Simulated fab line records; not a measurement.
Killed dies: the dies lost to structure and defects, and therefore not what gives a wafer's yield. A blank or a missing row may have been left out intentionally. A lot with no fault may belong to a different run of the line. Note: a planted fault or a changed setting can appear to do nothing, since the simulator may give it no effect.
Which of the tools did it? ; flow n5-finfet ; Sampling: 12 lots, 36 wafers, 2 of 1938 route steps

WHAT EACH GAUGE READ, for each wafer
N5_BEOL_M14_RS_MEAS_54: measures by four-point-probe.
lot;measured;on;M14_RS (ohm/sq)
L074;day 11 21:02;film-metro-01;0.0328 0.0338 0.0328
L075;day 12 00:01;film-metro-02;0.0322 0.0337 0.0326
L079;day 12 16:25;film-metro-02;0.0327 0.0331 0.0326
L082;day 13 22:41;film-metro-02;0.0323 0.0329 0.0322
L085;day 14 03:07;film-metro-01;0.0332 0.0333 0.0334
L084;day 14 03:32;film-metro-01;0.0335 0.0336 0.0336
L088;day 15 05:05;film-metro-02;0.0340 0.0334 0.0336
L089;day 15 23:04;film-metro-02;0.0331 0.0330 0.0327
L091;day 16 04:04;film-metro-02;0.0333 0.0334 0.0329
L092;day 16 05:20;film-metro-01;0.0336 0.0332 0.0338
L094;day 17 15:59;film-metro-01;0.0325 0.0318 0.0327
L096;day 18 04:51;film-metro-02;0.0333 0.0327 0.0330

WHICH TOOL RAN EACH LOT (tool, then ch and the chambers of the sampled wafers, then the start)
lot;N5_BEOL_M14_DEP_53
L074;pecvd-03 ch 0,1,2, day 11 20:58
L075;pecvd-01 ch 0,1,2, day 11 23:58
L079;pecvd-03 ch 0,2, day 12 16:21
L082;pecvd-03 ch 1,2, day 13 22:37
L085;pecvd-01 ch 0,2, day 14 03:03
L084;pecvd-04 ch 1,2, day 14 03:28
L088;pecvd-03 ch 0,2, day 15 05:00
L089;pecvd-04 ch 1,2, day 15 23:00
L091;pecvd-03 ch 0,2, day 16 03:59
L092;pecvd-04 ch 0,1,2, day 16 05:16
L094;pecvd-04 ch 0,1,2, day 17 15:53
L096;pecvd-03 ch 0,2, day 18 04:47
- N5_BEOL_M14_DEP_53: deposits SiCN from 3MS/NH3, target thk 50 nm, time 17.8 s.

THE ANSWER, worked out from the rows above alone
Rule: the usual values come from the lots themselves. The widest of any qualifying gaps counts: lots, ordered by their means at a reading, are off when they make up no more than a third of the lots, leave a main group of 4 or more, and stand apart from it by 3 or more times the standard deviation of that group's means. If all means in a main group match to the digits the tables above print for the reading, that group is not used. A lot without any number at a reading at which 4 lots or more have one is off too. Any other lot the step has rows for is counted as sound.
None of the lots is off at any reading shown; this tells nothing.

WHAT THE SIMULATOR HAD INSERTED
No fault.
